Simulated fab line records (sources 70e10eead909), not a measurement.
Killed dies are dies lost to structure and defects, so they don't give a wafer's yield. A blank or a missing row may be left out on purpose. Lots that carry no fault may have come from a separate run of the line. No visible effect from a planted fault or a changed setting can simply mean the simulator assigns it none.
fab line records	flow nand_harc
[record] lots = 12	wafers = 36	last_day = 24
route steps=1159 shown P_STI@100 P_GATE@182
lots untouched by any fault: they come from a run of this same line in which no faults occurred
start_h: hours from the record's first day to the start of the lot's first wafer shown	wait_h: hours from the lot's prior step to this one	" identical to the entry in the row above	L1.1+2: several wafers, shown together as one row	- value missing, or start not given	* or withheld: withheld	< > ~ a bound
route shown NAME@n: NAME is a module with steps in the file, n the number in the route of the first one	usual: mean and standard deviation over wafers with no fault	same: alike in all rows	chamber/n: place in a boat	sites: per-site readings	_std_site: the values' standard deviation	_edge_site: inner sites' mean taken away from outer sites' mean	radius_mm: for every site, how far away it sits from the centre of the wafer	mask NAME#n: copy n	behind: tool/chamber where the wafer was last shaped	hold: reason for holding the lot/hours on hold/outcome of the hold	device: the n, p or np transistor that did not switch	end of line: tests run on the same wafers once the route is complete	a step without rows: its recipe alone	killed: at the first sort, the dies lost to defects and structure; wafer yield is something else	map: per-die view of a wafer (x killed, . not killed, _ where there is no die)
set.NAME: the run value of the setting; set.NAME@STEP: its run value at that earlier step	model.NAME: the simulator's own value behind a step, which no gauge read
one table for each step of the route and one row for each wafer, over a sample of lots
services: when a tool's chamber went out of use (start_h, in hours from the record's first day, below 0 if earlier), for how many hours, and the reason
[[steps]]
[step NHARC_P_STI_CMP_21]
[recipe] t_overpolish_s = 20	target_thk_nm = 380.67
[usual] motor_current_A = 11.8/0.91	overpolish_run_s = 19.999/0.0099
lot.wafer	tool	chamber	start_h	wait_h	motor_current_A	overpolish_run_s
L187.4	cmp-02	2	65.18	0.4	10.7	19.986
L187.1	"	0	"	"	13.3	20.006
L187.2	"	1	"	"	11.4	20.003
L188.4	cmp-03	3	65.18	0.4	11.3	19.990
L188.3	"	1	"	"	12.2	19.990
L188.5	"	3	"	"	11.3	20.006
L190.4	cmp-02	0	78.09	0.4	14.6	19.994
L190.2	"	2	"	"	11.1	20.012
L190.5	"	0	"	"	13.6	20.001
L191.1	cmp-03	0	85.07	0.4	11.7	19.997
L191.4	"	3	"	"	11.3	20.004
L191.5	"	1	"	"	11.7	19.997
L193.4	cmp-02	1	98.40	0.4	12.5	20.007
L193.3	"	2	"	"	10.5	20.007
L193.6	"	2	"	"	10.7	19.997
L195.1	cmp-02	1	106.67	0.4	11.9	19.990
L195.2	"	3	"	"	11.9	19.990
L195.5	"	2	"	"	10.5	20.001
L198.3	cmp-01	2	133.25	0.4	10.8	20.005
L198.4	"	3	"	"	11.6	20.014
L198.2	"	0	"	"	12.3	20.000
L201.2	cmp-03	1	149.85	0.4	12.1	19.990
L201.4	"	2	"	"	12.1	19.980
L201.5	"	0	"	"	11.3	19.993
L200.3	cmp-01	1	149.86	0.4	11.5	19.986
L200.2	"	3	"	"	10.7	20.010
L200.6	"	1	"	"	11.0	20.006
L202.2	cmp-02	2	149.86	0.4	11.3	19.985
L202.3	"	0	"	"	13.9	20.000
L202.6	"	2	"	"	10.7	20.004
L203.4	cmp-02	0	158.17	0.4	13.9	20.008
L203.3	"	1	"	"	12.7	19.988
L203.6	"	3	"	"	12.0	20.024
L209.4	cmp-01	1	194.08	0.4	11.2	20.001
L209.1	"	2	"	"	11.2	19.995
L209.6	"	1	"	"	10.9	19.996
[step NHARC_P_GATE_EXPOSE_56]
[recipe] na = 0.6	target_cd_nm = 720	dose_mj = 14.81	mask_id = P_PSD
[usual] reticle_temp_C = 23.00/0.11
lot.wafer	tool	chamber	start_h	wait_h	mask	reticle_temp_C
L187.1	krf_scanner-03	0	108.02	-	P_PSD#0	22.91
L187.2	"	0	"	"	P_PSD#0	22.81
L187.4	"	0	"	"	P_PSD#0	22.90
L188.3	krf_scanner-02	0	115.56	-	P_PSD#0	23.00
L188.4	"	0	"	"	P_PSD#0	22.99
L188.5	"	0	"	"	P_PSD#0	23.09
L190.2	krf_scanner-03	0	122.95	-	P_PSD#0	22.82
L190.4	"	0	"	"	P_PSD#0	23.04
L190.5	"	0	"	"	P_PSD#0	22.87
L191.1	krf_scanner-02	0	129.93	-	P_PSD#0	22.92
L191.4	"	0	"	"	P_PSD#0	23.16
L191.5	"	0	"	"	P_PSD#0	23.03
L193.3	krf_scanner-03	0	154.63	-	P_PSD#0	22.97
L193.4	"	0	"	"	P_PSD#0	23.02
L193.6	"	0	"	"	P_PSD#0	23.10
L195.1	krf_scanner-02	0	154.97	-	P_PSD#0	23.03
L195.2	"	0	"	"	P_PSD#0	23.06
L195.5	"	0	"	"	P_PSD#0	23.07
L198.2	krf_scanner-02	0	178.36	-	P_PSD#0	22.93
L198.3	"	0	"	"	P_PSD#0	23.04
L198.4	"	0	"	"	P_PSD#0	23.04
L201.2	krf_scanner-04	0	196.51	-	P_PSD#0	22.95
L201.4	"	0	"	"	P_PSD#0	23.15
L201.5	"	0	"	"	P_PSD#0	22.94
L202.2	krf_scanner-02	0	197.23	-	P_PSD_R1#0	23.15
L202.3	"	0	"	"	P_PSD_R1#0	23.04
L202.6	"	0	"	"	P_PSD_R1#0	23.01
L200.2	krf_scanner-03	0	197.39	-	P_PSD#0	22.75
L200.3	"	0	"	"	P_PSD#0	22.88
L200.6	"	0	"	"	P_PSD#0	22.78
L203.3	krf_scanner-03	0	202.81	-	P_PSD#0	23.03
L203.4	"	0	"	"	P_PSD#0	23.04
L203.6	"	0	"	"	P_PSD#0	23.13
L209.1	krf_scanner-04	0	240.88	-	P_PSD#0	23.00
L209.4	"	0	"	"	P_PSD#0	23.05
L209.6	"	0	"	"	P_PSD#0	23.00
[step NHARC_P_GATE_CD_MEAS_59]
[recipe] target_cd_nm = 720	landing_energy_ev = 500
[usual] cd_nm = 720.4/1.6
lot.wafer	tool	chamber	start_h	wait_h	cd_nm
L187.1	cd_sem-03	0	108.18	-	719.2
L187.2	"	0	"	"	717.9
L187.4	"	0	"	"	719.6
L188.3	cd_sem-02	0	115.71	-	718.9
L188.4	"	0	"	"	720.8
L188.5	"	0	"	"	723.1
L190.2	cd_sem-03	0	123.10	-	723.4
L190.4	"	0	"	"	721.5
L190.5	"	0	"	"	722.9
L191.1	cd_sem-03	0	130.09	-	722.3
L191.4	"	0	"	"	721.2
L191.5	"	0	"	"	721.0
L193.3	cd_sem-02	0	154.78	-	718.3
L193.4	"	0	"	"	721.7
L193.6	"	0	"	"	717.2
L195.1	cd_sem-01	0	155.12	-	721.2
L195.2	"	0	"	"	717.5
L195.5	"	0	"	"	720.4
L198.2	cd_sem-03	0	178.51	-	719.6
L198.3	"	0	"	"	722.5
L198.4	"	0	"	"	720.3
L201.2	cd_sem-02	0	196.67	-	719.9
L201.4	"	0	"	"	722.3
L201.5	"	0	"	"	720.6
L202.2	cd_sem-02	0	197.38	-	705.0
L202.3	"	0	"	"	703.8
L202.6	"	0	"	"	703.9
L200.2	cd_sem-02	0	197.54	-	718.5
L200.3	"	0	"	"	719.1
L200.6	"	0	"	"	719.7
L203.3	cd_sem-01	0	202.96	-	716.8
L203.4	"	0	"	"	719.5
L203.6	"	0	"	"	720.0
L209.1	cd_sem-02	0	241.04	-	722.2
L209.4	"	0	"	"	722.1
L209.6	"	0	"	"	721.2
[step NHARC_P_GATE_DESCUM_61]
[recipe] time_s = 3	o2_flow_sccm = 200	ar_flow_sccm = 0	bias_power_w = 0	chemistry = O2
[usual] drypump_motor_current_A = 5.7/0.43	oes_product_au = 0.997/0.011	rf_vpp_V = 57.9/0.9	showerhead_plenum_p_Torr = 1.93/0.085	throttle_valve_pct = 11.310/0.0079
lot.wafer	tool	chamber	start_h	wait_h	drypump_motor_current_A	oes_product_au	rf_hours_counter_h	rf_vpp_V	showerhead_plenum_p_Torr	throttle_valve_pct
L187.4	rie_diel-01	2	108.36	-	5.5	1.002	42	56.3	1.91	11.312
L187.1	"	3	"	"	5.0	0.997	47	59.4	1.98	11.294
L187.2	"	0	"	"	6.0	1.001	45	58.5	1.77	11.299
L188.3	rie_diel-01	0	115.87	-	6.0	1.009	47	55.9	1.77	11.321
L188.4	"	3	"	"	5.0	0.992	48	59.9	1.98	11.301
L188.5	"	1	"	"	5.6	1.012	-	60.4	1.94	11.317
L190.4	rie_diel-01	2	123.27	-	5.6	0.991	46	57.8	1.91	11.311
L190.2	"	3	"	"	5.0	0.979	50	57.9	1.98	11.313
L190.5	"	2	"	"	5.6	1.001	-	57.8	1.91	11.300
L191.4	rie_diel-07	3	130.29	-	6.8	0.981	12	57.2	2.02	11.322
L191.1	"	0	"	"	5.7	0.993	14	58.1	1.82	11.306
L191.5	"	1	"	"	5.4	0.990	-	57.9	2.04	11.310
L193.4	rie_diel-01	2	154.95	-	5.5	0.998	3	56.8	1.91	11.294
L193.3	"	3	"	"	5.0	0.994	3	57.2	1.98	11.302
L193.6	"	2	"	"	5.5	0.996	-	57.8	1.91	11.305
L195.1	rie_diel-01	2	155.28	-	5.5	1.006	3	56.1	1.91	11.314
L195.2	"	0	"	"	6.0	0.998	2	56.9	2.08	11.304
L195.5	"	3	"	"	5.0	0.996	-	59.5	1.97	11.298
L198.2	rie_diel-08	3	178.67	-	6.0	0.988	21	56.6	1.99	11.306
L198.4	"	0	"	"	5.5	0.985	21	57.8	1.97	11.306
L198.3	"	2	"	"	5.6	1.000	16	57.7	1.78	11.321
L201.4	rie_diel-07	1	196.83	-	5.4	0.982	28	58.5	2.04	11.328
L201.2	"	2	"	"	5.5	0.995	27	58.0	1.86	11.316
L201.5	"	1	"	"	5.4	0.984	-	57.9	2.04	11.317
L202.3	rie_diel-01	1	197.54	-	5.6	1.029	19	58.2	1.93	11.314
L202.2	"	2	"	"	5.5	1.009	19	57.6	1.90	11.307
L202.6	"	2	"	"	5.5	1.005	-	56.8	1.90	11.312
L200.3	rie_diel-01	1	197.71	-	5.6	1.016	19	57.9	1.93	11.304
L200.2	"	2	"	"	5.6	0.993	19	57.2	1.90	11.315
L200.6	"	1	"	"	5.6	1.006	-	56.8	1.93	11.311
L203.4	rie_diel-07	1	203.12	-	5.4	0.984	29	57.1	2.04	11.303
L203.3	"	3	"	"	6.8	0.989	27	58.5	2.02	11.310
L203.6	"	1	"	"	5.4	0.979	-	58.6	2.04	11.310
L209.1	rie_diel-07	2	241.21	-	5.5	1.011	1	58.9	1.86	11.329
L209.4	"	0	"	"	5.7	0.990	1	57.7	1.81	11.313
L209.6	"	2	"	"	5.5	1.009	-	58.7	1.86	11.322
[step NHARC_P_GATE_STRIP_113]
[recipe] power_w = 1500	temp_c = 110	time_s = 740	chemistry = N2/H2
[usual] drypump_motor_current_A = 5.4/0.4	heater_power_w = 100/8.1
lot.wafer	tool	chamber	start_h	wait_h	drypump_motor_current_A	heater_power_w	rf_hours_counter_h
L187.2	plasma_asher-02	0	111.17	0.4	6.2	102	33
L187.1	"	1	"	"	5.2	110	33
L187.4	"	0	"	"	6.1	104	-
L188.4	plasma_asher-01	1	118.21	0.3	5.1	90	-
L188.3	"	0	"	"	5.3	102	-
L188.5	"	1	"	"	5.1	91	-
L190.2	plasma_asher-02	0	125.36	0.3	6.1	103	40
L190.4	"	0	"	"	6.2	101	-
L190.5	"	1	"	"	5.2	112	-
L191.1	plasma_asher-01	1	132.37	0.2	5.1	91	6
L191.4	"	0	"	"	5.4	101	-
L191.5	"	0	"	"	5.3	101	-
L193.3	plasma_asher-02	1	157.25	0.4	5.2	112	-
L193.4	"	0	"	"	6.1	103	-
L193.6	"	0	"	"	6.1	102	-
L195.2	plasma_asher-01	0	157.36	0.2	5.4	100	13
L195.1	"	1	"	"	5.1	91	13
L195.5	"	1	"	"	5.1	85	-
L198.2	plasma_asher-01	1	180.69	0.2	5.1	89	22
L198.3	"	1	"	"	5.1	88	-
L198.4	"	0	"	"	5.3	104	-
L201.2	plasma_asher-02	0	199.05	0.3	6.1	100	3
L201.4	"	1	"	"	5.3	113	-
L201.5	"	1	"	"	5.2	114	-
L202.2	plasma_asher-02	1	199.72	0.2	5.2	120	3
L202.3	"	0	"	"	6.1	98	-
L202.6	"	0	"	"	6.1	97	-
L200.2	plasma_asher-01	1	200.27	0.6	5.1	90	30
L200.3	"	1	"	"	5.1	89	-
L200.6	"	1	"	"	5.1	89	-
L203.3	plasma_asher-01	1	205.31	0.4	5.1	87	-
L203.4	"	0	"	"	5.3	104	-
L203.6	"	0	"	"	5.3	102	-
L209.1	plasma_asher-01	0	243.48	0.4	5.4	101	45
L209.4	"	1	"	"	5.1	89	-
L209.6	"	0	"	"	5.4	101	-
[[services]]
tool	chamber	start_h	hours	kind
rie_diel-01	2	42.21	7.8	repair
cmp-02	-	45.17	4.0	pm
rie_diel-07	-	51.20	9.0	pm
plasma_asher-01	-	74.99	1.2	repair
cmp-02	-	82.45	1.7	repair
plasma_asher-02	-	85.31	1.9	repair
plasma_asher-01	-	106.08	9.0	pm
krf_scanner-03	-	114.88	1.5	repair
rie_diel-07	3	123.18	6.4	repair
rie_diel-01	2	129.59	5.5	repair
rie_diel-01	-	138.37	9.0	pm
cmp-02	-	143.17	4.0	pm
rie_diel-01	0	161.94	4.9	repair
krf_scanner-03	-	168.00	4.0	pm
cmp-02	-	170.12	1.8	repair
plasma_asher-02	-	183.27	9.0	pm
cmp-02	-	199.29	1.6	repair
rie_diel-01	-	205.01	0.6	repair
krf_scanner-02	-	210.00	4.0	pm
rie_diel-01	3	213.66	4.4	repair
rie_diel-07	-	228.20	9.0	pm
rie_diel-01	3	240.27	4.8	repair
rie_diel-01	2	241.03	3.9	repair
cmp-02	-	241.34	4.0	pm
[[key]]
[first_sign] step = NHARC_P_GATE_EXPOSE_56	reading = mask	direction = changed
[effect] step = NHARC_P_GATE_CD_MEAS_59	reading = cd_nm	direction = down	sigmas = 10	usual = 720.4	struck = 704.2
met_at NHARC_P_GATE_EXPOSE_56
struck_lots L202
tester_left_out L202
not_acting_at NHARC_P_STI_CMP_21,NHARC_P_GATE_DESCUM_61,NHARC_P_GATE_STRIP_113
onset_between 178.36 197.23
[fault] kind = wrong_mask	tool = any	chamber = -	onset_h = 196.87	steps = NHARC_P_GATE_EXPOSE_56	aux_copy = P_PSD_R1#0	cd_offset_nm = -14.666	scope = struck_lots_only
// tester_left_out: of these lots the tester's yield and bins aren't shown, on N5 and GAA mostly nor the transistor test; their killed dies are dies lost to structure and defects alone, not to doping, threshold or leakage, so they don't give the yield
